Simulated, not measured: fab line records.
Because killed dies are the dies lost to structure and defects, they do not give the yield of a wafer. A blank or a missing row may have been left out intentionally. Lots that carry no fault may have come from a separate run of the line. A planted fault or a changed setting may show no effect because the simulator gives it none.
Split-lot experiment | flow n5 finfet | route with 1938 steps; 7 lots, 21 wafers read

== THE SPLIT ==
At N5_MOL_CONTACT_COAG_VIA_ETCH_117 (etches SiO2 in C4F6/O2, target depth 40 nm, overetch 8 nm, time 26 s), the setting bias w was moved away from the recipe's 455 W on 9 of the 21 wafers read, by -15.0% to +17.4%. For the rest of the wafers, this setting stayed at what the recipe calls for.

The reading comes from the split's own step.

== THE READING ==
rf vpp V, in V, at N5_MOL_CONTACT_COAG_VIA_ETCH_117 (etches SiO2 in C4F6/O2, target depth 40 nm, overetch 8 nm, time 26 s). On this fab line, fault-free wafers typically give 1593 V with a standard deviation of 21 V.

wafer  | tool, chamber at the split | bias w as run, W | against the recipe | rf vpp V, V | against lot-mates on the recipe
L076.1 | rie diel-03, 0             | 505.9            | +11.2%             | 1726        | +107
L076.2 | rie diel-03, 3             | 505.9            | +11.2%             | 1752        | +133
L076.5 | rie diel-03, 3             | 455              | recipe             | 1619        | -
L080.3 | rie diel-01, 0             | 455              | recipe             | 1601        | -
L080.5 | rie diel-01, 1             | 455              | recipe             | 1577        | -
L080.6 | rie diel-01, 0             | 455              | recipe             | 1601        | -
L088.2 | rie diel-06, 0             | 455              | recipe             | 1614        | -
L088.5 | rie diel-06, 1             | 477              | +4.8%              | 1616        | +2
L088.6 | rie diel-06, 0             | 477              | +4.8%              | 1673        | +59
L089.2 | rie diel-06, 1             | 455              | recipe             | 1559        | -
L089.5 | rie diel-06, 1             | 455              | recipe             | 1559        | -
L089.6 | rie diel-06, 0             | 455              | recipe             | 1614        | -
L092.1 | rie diel-03, 0             | 534.2            | +17.4%             | 1796        | +185
L092.3 | rie diel-03, 2             | 455              | recipe             | 1611        | -
L092.4 | rie diel-03, 3             | 534.2            | +17.4%             | 1820        | +209
L095.1 | rie diel-01, 1             | 386.6            | -15.0%             | 1395        | -205
L095.4 | rie diel-01, 0             | 455              | recipe             | 1600        | -
L095.6 | rie diel-01, 1             | 386.6            | -15.0%             | 1393        | -207
L097.2 | rie diel-01, 3             | 455              | recipe             | 1592        | -
L097.3 | rie diel-01, 1             | 455              | recipe             | 1575        | -
L097.6 | rie diel-01, 0             | 477.1            | +4.9%              | 1657        | +74

THE FIT
A straight line over all 21 wafers: rf vpp V changes by +12.8 V for each +1% of bias w; r = +0.98; the points scatter about the line by 20 V.
The same after taking each lot's own level away (the mean of its wafers on the recipe; 21 wafers): +12.1 V for each +1%; r = +0.98; scatter 20 V.
On that fit, the largest move of bias w shifts the reading by 2.1e+02 V.
From 1577.3 to 1619.0 V: that is the span of the lots' own levels, equal to 2.0 times the standard deviation above.
So the lot-to-lot level changes the slope little: the two slopes agree.
Check: +209 V against its lot-mates is what the line predicts for one of the wafers moved furthest among these (+17.4%) when that wafer is left out of the fit. It came out at +185 V against them.
Tool readings at the split's step, against how far the setting was moved: rf vpp V r = +0.98.

== ADDITIONAL SPLITS CARRIED BY THESE WAFERS ==
Before the reading, these wafers also passed through other splits. Each is held against what the fit with the lots' levels taken away leaves over:
other split on the same wafers       | wafers away from the commonest value | r with rf vpp V (lot level and that fit taken away)
N5_SD_EPI_P_PEB_07 peb time s        | 12                                   | +0.06
N5_HKMG_FIN_EXPOSE_09 dose mj        | 7                                    | +0.03
N5_HKMG_FIN_ETCH_32 source w         | 9                                    | -0.12
N5_MOL_CONTACT_COAG_COAT_76 spin rpm | 6                                    | -0.04
N5_MOL_CONTACT_COAG_COAT_78 spin rpm | 6                                    | -0.12

== FILE'S OWN FIT ==
rf vpp V changes by +12 V for each +1% of bias w, r = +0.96.
